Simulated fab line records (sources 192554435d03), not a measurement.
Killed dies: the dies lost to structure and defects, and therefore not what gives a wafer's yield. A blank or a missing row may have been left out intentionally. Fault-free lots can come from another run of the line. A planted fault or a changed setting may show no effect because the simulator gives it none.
Which of the tools did it?	flow n5_finfet	22 lots, 66 wafers sampled, at 6 steps of a route of 1938

== WHAT THE GAUGES READ, wafer by wafer ==
The record holds no reading of a measuring or inspecting step that can be judged against a usual standard deviation.

== WHAT TOOL EACH LOT RAN ON (gives the tool, then ch and the chambers of the sampled wafers, and finally the start) ==
lot	N5_BEOL_M3_TRENCH_ETCH_37	N5_BEOL_M3_ETCH_41	N5_BEOL_M3_ANNEAL_82	N5_BEOL_M3_SPUTTER_86	N5_BEOL_M3_DEP_57	N5_BEOL_M4_ETCH_63
L074	rie_diel-02 ch 1,2, day 7 14:02 or earlier	rie_diel-02 ch 1,2, day 7 14:02 or earlier	pvd_sputter-03, day 7 14:02	pvd_sputter-03, day 7 14:10	pecvd-04 ch 0,2, day 7 16:25	rie_diel-01 ch 0,2,3, day 7 20:15
L076	rie_diel-02 ch 1,2,3, day 7 23:36 or earlier	rie_diel-02 ch 1,2,3, day 7 23:36 or earlier	pvd_sputter-03, day 7 23:36	pvd_sputter-03, day 7 23:44	pecvd-04 ch 0,2, day 8 01:49	rie_diel-04 ch 2,3, day 8 03:43
L075	rie_diel-05 ch 0,1,2, day 8 08:11 or earlier	rie_diel-05 ch 0,1,2, day 8 08:11 or earlier	pvd_sputter-02, day 8 08:11	pvd_sputter-02, day 8 08:19	pecvd-02 ch 0,1, day 8 10:25	rie_diel-03 ch 0,2,3, day 8 12:48
L077	rie_diel-06 ch 0,3, day 8 11:09 or earlier	rie_diel-06 ch 0,3, day 8 11:09 or earlier	pvd_sputter-01, day 8 11:09	pvd_sputter-01, day 8 11:17	pecvd-03 ch 0,2, day 8 13:23	rie_diel-03 ch 1,2,3, day 8 16:21
L078	rie_diel-06 ch 0,1,3, day 8 13:49 or earlier	rie_diel-06 ch 0,1,3, day 8 13:49 or earlier	pvd_sputter-02, day 8 13:49	pvd_sputter-02, day 8 13:57	pecvd-04 ch 0,1,2, day 8 16:11	rie_diel-04 ch 0,2,3, day 8 18:38
L080	rie_diel-06 ch 0,2, day 9 01:39 or earlier	rie_diel-06 ch 0,2, day 9 01:39 or earlier	pvd_sputter-03, day 9 01:39	pvd_sputter-03, day 9 01:47	pecvd-03 ch 0,1,2, day 9 03:52	rie_diel-03 ch 1,3, day 9 06:23
L079	rie_diel-05 ch 0,1,3, day 9 04:53 or earlier	rie_diel-05 ch 0,1,3, day 9 04:53 or earlier	pvd_sputter-02, day 9 04:53	pvd_sputter-02, day 9 05:01	pecvd-02 ch 0,1,2, day 9 07:32	rie_diel-04 ch 0,2,3, day 9 09:01
L082	rie_diel-06 ch 1,2, day 9 09:42 or earlier	rie_diel-06 ch 1,2, day 9 09:42 or earlier	pvd_sputter-01, day 9 09:42	pvd_sputter-01, day 9 09:50	pecvd-03 ch 0,1, day 9 11:55	rie_diel-04 ch 0,2, day 9 13:38
L081	rie_diel-02 ch 0,1, day 9 18:10 or earlier	rie_diel-02 ch 0,1, day 9 18:10 or earlier	pvd_sputter-03, day 9 18:10	pvd_sputter-03, day 9 18:18	pecvd-02 ch 0,2, day 9 20:23	rie_diel-04 ch 1,2, day 9 23:20
L084	rie_diel-05 ch 0,1,2, day 9 20:59 or earlier	rie_diel-05 ch 0,1,2, day 9 20:59 or earlier	pvd_sputter-01, day 9 20:59	pvd_sputter-01, day 9 21:08	pecvd-02 ch 0,1,2, day 9 23:18	rie_diel-04 ch 1,2,3, day 10 00:31
L083	rie_diel-06 ch 0,1,2, day 9 21:14 or earlier	rie_diel-06 ch 0,1,2, day 9 21:14 or earlier	pvd_sputter-03, day 9 21:14	pvd_sputter-03, day 9 21:22	pecvd-02 ch 0,1, day 9 23:32	rie_diel-01 ch 1,3, day 10 00:41
L085	rie_diel-06 ch 0,1,2, day 10 12:46 or earlier	rie_diel-06 ch 0,1,2, day 10 12:46 or earlier	pvd_sputter-01, day 10 12:46	pvd_sputter-01, day 10 12:55	pecvd-03 ch 0,2, day 10 14:59	rie_diel-01 ch 1,2,3, day 10 16:25
L086	rie_diel-06 ch 1,2,3, day 11 02:23 or earlier	rie_diel-06 ch 1,2,3, day 11 02:23 or earlier	pvd_sputter-01, day 11 02:23	pvd_sputter-01, day 11 02:32	pecvd-02 ch 0,2, day 11 04:39	rie_diel-03 ch 0,1, day 11 05:43
L088	rie_diel-05 ch 0,1, day 11 06:29 or earlier	rie_diel-05 ch 0,1, day 11 06:29 or earlier	pvd_sputter-01, day 11 06:29	pvd_sputter-01, day 11 06:37	pecvd-03 ch 0,1, day 11 08:47	rie_diel-03 ch 1,2, day 11 11:10
L089	rie_diel-02 ch 0,3, day 11 08:57 or earlier	rie_diel-02 ch 0,3, day 11 08:57 or earlier	pvd_sputter-02, day 11 08:57	pvd_sputter-02, day 11 09:05	pecvd-02 ch 1,2, day 11 11:10	rie_diel-03 ch 0,1,2, day 11 12:16
L090	rie_diel-06 ch 0,2,3, day 11 09:05 or earlier	rie_diel-06 ch 0,2,3, day 11 09:05 or earlier	pvd_sputter-03, day 11 09:05	pvd_sputter-03, day 11 09:14	pecvd-03 ch 1,2, day 11 11:38	rie_diel-01 ch 0,2,3, day 11 12:52
L091	rie_diel-05 ch 0,1,3, day 11 17:40 or earlier	rie_diel-05 ch 0,1,3, day 11 17:40 or earlier	pvd_sputter-03, day 11 17:40	pvd_sputter-03, day 11 17:49	pecvd-02 ch 1,2, day 11 20:04	rie_diel-03 ch 0,2,3, day 11 23:17
L092	rie_diel-06 ch 0,1, day 11 20:50 or earlier	rie_diel-06 ch 0,1, day 11 20:50 or earlier	pvd_sputter-01, day 11 20:50	pvd_sputter-01, day 11 20:58	pecvd-04 ch 0,1,2, day 11 23:11	rie_diel-03 ch 0,2,3, day 12 00:24
L093	rie_diel-06 ch 0,2,3, day 12 15:02 or earlier	rie_diel-06 ch 0,2,3, day 12 15:02 or earlier	pvd_sputter-02, day 12 15:02	pvd_sputter-02, day 12 15:11	pecvd-03 ch 0,1,2, day 12 17:33	rie_diel-01 ch 0,1,3, day 12 22:08
L094	rie_diel-02 ch 1, day 12 21:32 or earlier	rie_diel-02 ch 1, day 12 21:32 or earlier	pvd_sputter-03, day 12 21:32	pvd_sputter-03, day 12 21:41	pecvd-03 ch 1,2, day 12 23:51	rie_diel-04 ch 1,2, day 13 02:23
L096	rie_diel-02 ch 0,3, day 13 00:45 or earlier	rie_diel-02 ch 0,3, day 13 00:45 or earlier	pvd_sputter-03, day 13 00:45	pvd_sputter-03, day 13 00:53	pecvd-02 ch 0,2, day 13 02:58	rie_diel-03 ch 2,3, day 13 04:33
L097	rie_diel-06 ch 0,2,3, day 13 15:26 or earlier	rie_diel-06 ch 0,2,3, day 13 15:26 or earlier	pvd_sputter-03, day 13 15:26	pvd_sputter-03, day 13 15:34	pecvd-04 ch 0,1,2, day 13 17:39	rie_diel-03 ch 0,1,3, day 13 20:41
- N5_BEOL_M3_TRENCH_ETCH_37: etches SiOC in C4F6/O2, target depth 55.555 nm, time 29.2 s.
- N5_BEOL_M3_ETCH_41: etches SiCN in CH3F/O2, target depth 29.9 nm, time 52.5 s.
- N5_BEOL_M3_ANNEAL_82: time 240 s.
- N5_BEOL_M3_SPUTTER_86: material Cu, target thk 4.5 nm, time 8.29 s.
- N5_BEOL_M3_DEP_57: deposits SiCN from 3MS/NH3, target thk 8 nm, time 14 s.
- N5_BEOL_M4_ETCH_63: etches SiARC in CF4, target depth 15.6 nm, time 26 s.

== WHAT THE TOOLS THEMSELVES READ (means of the sampled wafers that have a number; where no wafer has one, the mark that the record gives instead) ==
N5_BEOL_M3_TRENCH_ETCH_37. Usual: drypump_motor_current_A 5.9 A, standard deviation 0.36; oes_product_au 0.78 a.u., standard deviation 0.079; rf_fwd_power_W 350.8 W, standard deviation 1.6; rf_vpp_V 657 V, standard deviation 15; showerhead_plenum_p_Torr 2.81 Torr, standard deviation 0.11; throttle_valve_pct 20.8 %, standard deviation 0.32.
lot	tool	drypump_motor_current_A (A)	oes_product_au (a.u.)	rf_fwd_power_W (W)	rf_vpp_V (V)	showerhead_plenum_p_Torr (Torr)	throttle_valve_pct (%)	flag
L074	rie_diel-02	5.9	0.76	351.7	654	2.79	20.8	
L076	rie_diel-02	6.0	0.80	351.0	662	2.83	20.8	
L075	rie_diel-05	5.7	0.79	350.7	654	2.71	20.8	
L077	rie_diel-06	6.4	0.93	350.6	649	2.82	20.4	
L078	rie_diel-06	6.2	0.84	350.7	653	2.79	20.7	
L080	rie_diel-06	6.1	0.83	350.9	654	2.90	20.7	
L079	rie_diel-05	5.6	0.78	350.1	671	2.83	21.1	
L082	rie_diel-06	5.7	0.71	352.2	662	2.80	21.0	
L081	rie_diel-02	5.5	0.72	352.3	637	2.77	20.7	
L084	rie_diel-05	5.7	0.78	349.8	655	2.71	20.8	
L083	rie_diel-06	5.9	0.76	350.1	658	2.85	20.9	
L085	rie_diel-06	5.9	0.77	350.0	658	2.85	20.9	
L086	rie_diel-06	6.0	0.78	351.1	657	2.82	20.7	
L088	rie_diel-05	5.5	0.81	351.2	658	2.76	20.8	
L089	rie_diel-02	5.6	0.77	353.1	644	2.79	20.7	
L090	rie_diel-06	6.1	0.83	350.8	653	2.87	20.6	
L091	rie_diel-05	5.6	0.77	350.1	671	2.82	21.1	
L092	rie_diel-06	6.0	0.74	350.7	657	2.75	21.1	
L093	rie_diel-06	6.1	0.81	351.6	653	2.87	20.6	
L094	rie_diel-02	6.0	0.68	350.1	645	2.67	20.7	
L096	rie_diel-02	5.9	0.79	352.7	656	2.78	20.8	
L097	rie_diel-06	6.1	0.80	350.3	653	2.86	20.7	

N5_BEOL_M3_ETCH_41. Usual: drypump_motor_current_A 5.9 A, standard deviation 0.37; oes_product_au 0.79 a.u., standard deviation 0.078; rf_fwd_power_W 391.8 W, standard deviation 1.6; rf_vpp_V 296.7 V, standard deviation 1.8; showerhead_plenum_p_Torr 1.97 Torr, standard deviation 0.08; throttle_valve_pct 16.3 %, standard deviation 0.31.
lot	tool	drypump_motor_current_A (A)	oes_product_au (a.u.)	rf_fwd_power_W (W)	rf_vpp_V (V)	showerhead_plenum_p_Torr (Torr)	throttle_valve_pct (%)	flag
L074	rie_diel-02	5.9	0.76	391.5	296.6	1.96	16.3	
L076	rie_diel-02	6.0	0.80	390.8	297.0	1.98	16.2	
L075	rie_diel-05	5.7	0.79	391.5	295.4	1.90	16.2	
L077	rie_diel-06	6.5	0.92	391.2	297.3	1.98	15.9	
L078	rie_diel-06	6.2	0.84	392.1	296.7	1.96	16.2	
L080	rie_diel-06	6.1	0.83	392.2	297.9	2.04	16.2	
L079	rie_diel-05	5.6	0.79	392.5	295.7	1.99	16.5	
L082	rie_diel-06	5.7	0.72	392.0	296.4	1.96	16.5	
L081	rie_diel-02	5.5	0.73	391.1	296.0	1.95	16.3	
L084	rie_diel-05	5.7	0.79	391.7	295.7	1.90	16.3	
L083	rie_diel-06	5.9	0.77	390.7	297.0	2.00	16.3	
L085	rie_diel-06	5.9	0.77	392.1	297.5	2.00	16.4	
L086	rie_diel-06	5.9	0.78	392.6	296.0	1.98	16.2	
L088	rie_diel-05	5.5	0.82	391.6	295.4	1.93	16.3	
L089	rie_diel-02	5.5	0.76	393.4	297.1	1.96	16.3	
L090	rie_diel-06	6.1	0.82	389.8	297.7	2.02	16.1	
L091	rie_diel-05	5.7	0.77	392.3	296.9	1.98	16.5	
L092	rie_diel-06	5.9	0.74	391.7	295.5	1.93	16.6	
L093	rie_diel-06	6.1	0.81	392.0	297.6	2.02	16.1	
L094	rie_diel-02	6.0	0.68	392.2	295.1	1.88	16.3	
L096	rie_diel-02	5.9	0.79	393.4	297.1	1.95	16.2	
L097	rie_diel-06	6.1	0.80	392.5	297.3	2.01	16.1	

N5_BEOL_M3_ANNEAL_82. Usual: heater_power_w 839 W, standard deviation 97.
lot	tool	heater_power_w (W)	flag
L074	pvd_sputter-03	898	
L076	pvd_sputter-03	951	
L075	pvd_sputter-02	796	
L077	pvd_sputter-01	793	
L078	pvd_sputter-02	827	
L080	pvd_sputter-03	910	
L079	pvd_sputter-02	844	
L082	pvd_sputter-01	786	
L081	pvd_sputter-03	891	
L084	pvd_sputter-01	789	
L083	pvd_sputter-03	939	
L085	pvd_sputter-01	742	
L086	pvd_sputter-01	843	
L088	pvd_sputter-01	783	
L089	pvd_sputter-02	820	
L090	pvd_sputter-03	902	
L091	pvd_sputter-03	928	
L092	pvd_sputter-01	703	
L093	pvd_sputter-02	819	
L094	pvd_sputter-03	886	
L096	pvd_sputter-03	921	
L097	pvd_sputter-03	926	

N5_BEOL_M3_SPUTTER_86. Usual: chamber_pressure_pa 0.07002 Pa, standard deviation 0.00014; throttle_valve_pct 30.4 %, standard deviation 0.79.
lot	tool	chamber_pressure_pa (Pa)	throttle_valve_pct (%)	flag
L074	pvd_sputter-03	0.07002	30.3	
L076	pvd_sputter-03	0.07000	30.0	
L075	pvd_sputter-02	0.07009	30.2	
L077	pvd_sputter-01	0.06995	30.1	
L078	pvd_sputter-02	0.06994	30.9	
L080	pvd_sputter-03	0.07004	30.2	
L079	pvd_sputter-02	0.06991	30.3	
L082	pvd_sputter-01	0.07008	30.2	
L081	pvd_sputter-03	0.06998	30.3	
L084	pvd_sputter-01	0.07008	30.2	
L083	pvd_sputter-03	0.07007	30.2	
L085	pvd_sputter-01	0.07010	30.7	
L086	pvd_sputter-01	0.07000	29.9	
L088	pvd_sputter-01	0.07012	30.3	
L089	pvd_sputter-02	0.06996	31.5	
L090	pvd_sputter-03	0.07000	30.3	
L091	pvd_sputter-03	0.07004	30.3	
L092	pvd_sputter-01	0.06998	30.6	
L093	pvd_sputter-02	0.07007	29.2	
L094	pvd_sputter-03	0.07011	30.2	
L096	pvd_sputter-03	0.06994	30.3	
L097	pvd_sputter-03	0.07025	30.2	

N5_BEOL_M3_DEP_57. Usual: rf_fwd_power_W 199.8 W, standard deviation 0.67; showerhead_plenum_p_Torr 3.664 Torr, standard deviation 0.018; throttle_valve_pct 8.9 %, standard deviation 0.56.
lot	tool	rf_fwd_power_W (W)	showerhead_plenum_p_Torr (Torr)	throttle_valve_pct (%)	flag
L074	pecvd-04	199.9	3.647	9.8	
L076	pecvd-04	199.2	3.649	9.2	
L075	pecvd-02	199.5	3.668	9.4	
L077	pecvd-03	199.9	3.673	8.6	
L078	pecvd-04	199.8	3.661	9.4	
L080	pecvd-03	199.2	3.680	8.4	
L079	pecvd-02	200.0	3.655	9.0	
L082	pecvd-03	199.9	3.683	8.7	
L081	pecvd-02	198.6	3.653	9.3	
L084	pecvd-02	200.1	3.660	9.2	
L083	pecvd-02	199.1	3.671	9.4	
L085	pecvd-03	199.7	3.669	8.7	
L086	pecvd-02	199.4	3.657	9.3	
L088	pecvd-03	200.3	3.679	8.7	
L089	pecvd-02	200.3	3.646	8.7	
L090	pecvd-03	200.2	3.662	8.2	
L091	pecvd-02	199.5	3.640	8.7	
L092	pecvd-04	199.4	3.663	9.2	
L093	pecvd-03	199.9	3.675	8.6	
L094	pecvd-03	200.0	3.662	8.4	
L096	pecvd-02	199.2	3.655	9.3	
L097	pecvd-04	200.1	3.664	9.5	

N5_BEOL_M4_ETCH_63. Usual: for drypump_motor_current_A, 5.6 A with a standard deviation of 0.42; for etch_rf_on_time_s, 25.7 s with a standard deviation of 0.59; for oes_product_au, 0.69 a.u. with a standard deviation of 0.076; for rf_fwd_power_W, 532.6 W with a standard deviation of 2.1; for rf_vpp_V, 183.8 V with a standard deviation of 1; for showerhead_plenum_p_Torr, 2.12 Torr with a standard deviation of 0.049; for throttle_valve_pct, 15.51 % with a standard deviation of 0.27.
lot	tool	drypump_motor_current_A (A)	etch_rf_on_time_s (s)	oes_product_au (a.u.)	rf_fwd_power_W (W)	rf_vpp_V (V)	showerhead_plenum_p_Torr (Torr)	throttle_valve_pct (%)	flag
L074	rie_diel-01	5.7	25.6	0.70	533.7	183.5	2.13	15.57	
L076	rie_diel-04	5.1	26.8	0.66	533.4	183.3	2.06	15.54	
L075	rie_diel-03	5.8	25.5	0.66	531.8	184.0	2.13	15.63	
L077	rie_diel-03	5.4	25.3	0.71	533.1	185.1	2.14	15.48	
L078	rie_diel-04	5.5	25.9	0.66	534.2	183.8	2.08	15.56	
L080	rie_diel-03	5.2	25.0	0.71	532.0	183.3	2.14	15.59	
L079	rie_diel-04	5.5	26.1	0.65	533.6	183.4	2.08	15.56	
L082	rie_diel-04	5.7	25.6	0.67	532.5	183.4	2.09	15.44	
L081	rie_diel-04	5.4	25.4	0.71	531.9	182.9	2.08	15.34	
L084	rie_diel-04	5.3	26.2	0.69	533.6	183.3	2.07	15.48	
L083	rie_diel-01	5.5	25.7	0.63	532.8	183.9	2.20	15.52	
L085	rie_diel-01	5.6	25.5	0.69	534.0	184.7	2.17	15.42	
L086	rie_diel-03	6.0	25.6	0.65	532.6	183.5	2.14	15.71	
L088	rie_diel-03	5.5	25.6	0.74	531.4	184.5	2.16	15.20	
L089	rie_diel-03	5.7	25.7	0.69	533.2	184.6	2.15	15.47	
L090	rie_diel-01	5.6	26.0	0.65	533.5	183.8	2.12	15.62	
L091	rie_diel-03	5.8	25.8	0.73	532.1	184.3	2.13	15.51	
L092	rie_diel-03	5.8	25.9	0.72	532.1	183.5	2.13	15.52	
L093	rie_diel-01	5.6	25.7	0.62	533.3	184.2	2.14	15.57	
L094	rie_diel-04	5.5	26.1	0.67	531.8	183.2	2.07	15.42	
L096	rie_diel-03	5.5	25.6	0.75	529.7	184.0	2.13	15.26	
L097	rie_diel-03	5.6	25.4	0.70	530.7	183.2	2.12	15.64	

== THE ANSWER, worked out from the rows above alone ==
Rule: take the mean of a lot's wafers that have a number; if it is more than 3 standard deviations from the usual mean, the lot is off. Also off: a lot with no number at a reading for which 4 or more lots have one. The other lots that the step has rows for count as sound. Order of review: gauges by route order, followed by the tools' own readings, for which a lot's mean as printed above is used. At the first step where some lot is off, the reading lying furthest off is the one used; lots without a number count as furthest.
None of the lots is off at any reading shown; this tells nothing.

== WHAT THE SIMULATOR HAD INSERTED ==
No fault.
